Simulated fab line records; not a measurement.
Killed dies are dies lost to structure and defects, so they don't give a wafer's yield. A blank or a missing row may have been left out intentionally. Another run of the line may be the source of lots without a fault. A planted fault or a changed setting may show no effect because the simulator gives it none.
A lot that was struck, set against a sound lot / flow nand-harc / 24 out of 1159 route steps
Sound: the wafers L159.1, L159.3, L159.6. The struck wafers were L148.2, L148.4, L148.5. The cause is given at the end.
At each step with rows: each side's tool, then ch and its chambers, then its first start. Under that, the readings that differ: sound wafers / struck wafers / difference of the means / sigmas: that difference in standard deviations of wafers without a fault.
alike: readings with means less than 2 such deviations apart, plus words and numbers identical on both sides. not compared: withheld readings, readings lacking a value on some wafer, bounds such as >300 that could conceal the same value, and numbers that have no deviation in the record and whose values overlap.
The two part at a step that has a row with sigmas, a row that says differs or no value, or rows on one side only. Non-overlapping numbers with no deviation appear without sigmas and do not part them. A reading that every wafer of one side lacks parts them only if that side has two wafers or more.

first, 9 steps without rows for these wafers: NHARC_A_CHANNEL_HOLE_D1_DESCUM_15 (chemistry O2, time 3 s); NHARC_A_CHANNEL_HOLE_D1_ETCH_38 (etches the open film in CF4, target depth 39 nm, time 65 s); NHARC_A_CHANNEL_HOLE_D1_ETCH_39 (etches the open film in N2/H2, target depth 260 nm, time 325 s); NHARC_A_CHANNEL_HOLE_D1_ETCH_34 (etches the open film in CF4/CHF3, target depth 154 nm, time 77 s); NHARC_A_CHANNEL_HOLE_D1_ETCH_16 (etches the open film in O2/COS, target depth 3100 nm, time 806 s); NHARC_A_CHANNEL_HOLE_D1_ETCH_19 (etches the open film in C4F8/O2/Ar, time 34.5 s); NHARC_A_CHANNEL_HOLE_D1_ETCH_20 (etches the open film in C4F8/O2/Ar, time 361.9 s, target depth 1600 nm); NHARC_A_CHANNEL_HOLE_D1_ETCH_21 (etches the open film in C4F8/O2/Ar, time 514.3 s, target depth 1600 nm); NHARC_A_CHANNEL_HOLE_D1_ETCH_22 (etches the open film in C4F8/O2/Ar, time 666.7 s, target depth 1600 nm).
NHARC_A_CHANNEL_HOLE_D1_ETCH_23: etches the open film in C4F8/O2/Ar, time 819 s, target depth 1600 nm.
  sound on har-etch-02 ch 0,1, day 14 00:22; struck on har-etch-02 ch 0, day 12 03:01
  no value came back on the struck wafers for any of 5 readings (c4f8-flow-sccm (sccm), chamber-pressure-mTorr (mTorr) and others); on the sound wafers c4f8-flow-sccm (sccm) reads 89.70 89.36 88.96
  not compared: rf-hours-counter-h
then, 7 steps without rows for these wafers: NHARC_A_CHANNEL_HOLE_D1_ETCH_24 (etches the open film in C4F8/O2/Ar, time 906.2 s, target depth 1500 nm); NHARC_A_CHANNEL_HOLE_D1_ETCH_25 (etches the open film in C4F8/O2/Ar, time 1040.2 s, target depth 1500 nm); NHARC_A_CHANNEL_HOLE_D1_ETCH_26 (etches the open film in C4F8/O2/Ar, time 224.1 s, target depth 300 nm); NHARC_A_CHANNEL_HOLE_D1_ETCH_33 (etches the open film in C4F8/O2/Ar, time 90 s, target depth 400 nm); NHARC_A_CHANNEL_HOLE_D1_STRIP_41 (strips in N2/H2); NHARC_A_CHANNEL_HOLE_D1_STRIP_42 (strips in CF4/CHF3); NHARC_A_CHANNEL_HOLE_D1_STRIP_43 (strips in O2/COS).
NHARC_A_CHANNEL_HOLE_D1_ETCH_44: etches the open film in CF4/O2, target depth 140 nm, overetch 14 nm, time 77 s.
  sound on rie-diel-11 ch 0,1, day 14 03:40; struck on rie-diel-11 ch 0,1,2, day 12 06:13
  alike: bias-w, cf4-flow-sccm, drypump-motor-current-A, oes-product-au, rf-vpp-V, showerhead-plenum-p-Torr, throttle-valve-pct
  not compared: rf-hours-counter-h, model.A_CHANNEL_HOLE_D1.cd-nm
then, 3 steps without rows for these wafers: NHARC_A_CHANNEL_HOLE_D1_STRIP_27 (strips in O2); NHARC_A_CHANNEL_HOLE_D1_PRECLEAN_28 (cleans in SC1); NHARC_A_CHANNEL_HOLE_D1_SRD_29.
NHARC_A_CHANNEL_HOLE_D1_CD_MEAS_30:
  sound: cd-sem-01 at day 14 04:28; struck: cd-sem-03 at day 12 07:01
reading=cd-nm (nm); sound=91.0 91.7 91.2; struck=1.9 2.7 2.4; difference=-89.0; sigmas=-59
NHARC_A_CHANNEL_HOLE_D1_XSEM_31:
  sound on xsem-02 ch 0, day 14 04:34; struck on xsem-02 ch 0, day 12 07:06
reading=bot-cd-nm (nm); sound=74.7 75.6 75.7; struck=2.2 2.8 2.1; difference=-73.0; sigmas=-52
reading=bow-nm (nm); sound=8.6 8.6 8.6; struck=0.7 0.7 0.7; difference=-7.9; sigmas=-25
  alike: tilt-deg
-- jump in the record: it breaks off in module A_CHANNEL_HOLE_D1 and resumes in module END (first step shown: number 1159 of the route), and 11 days separate the struck wafers' starts before and after --
NHARC_END_SORT_01:
  only the struck wafers appear in the record here, on prober-01 ch 0 at day 23 09:20; the sound ones have no rows

WHERE THEY PART
First at NHARC_A_CHANNEL_HOLE_D1_ETCH_23; last, within this record, at NHARC_END_SORT_01.

WHY: the cause the simulator had injected
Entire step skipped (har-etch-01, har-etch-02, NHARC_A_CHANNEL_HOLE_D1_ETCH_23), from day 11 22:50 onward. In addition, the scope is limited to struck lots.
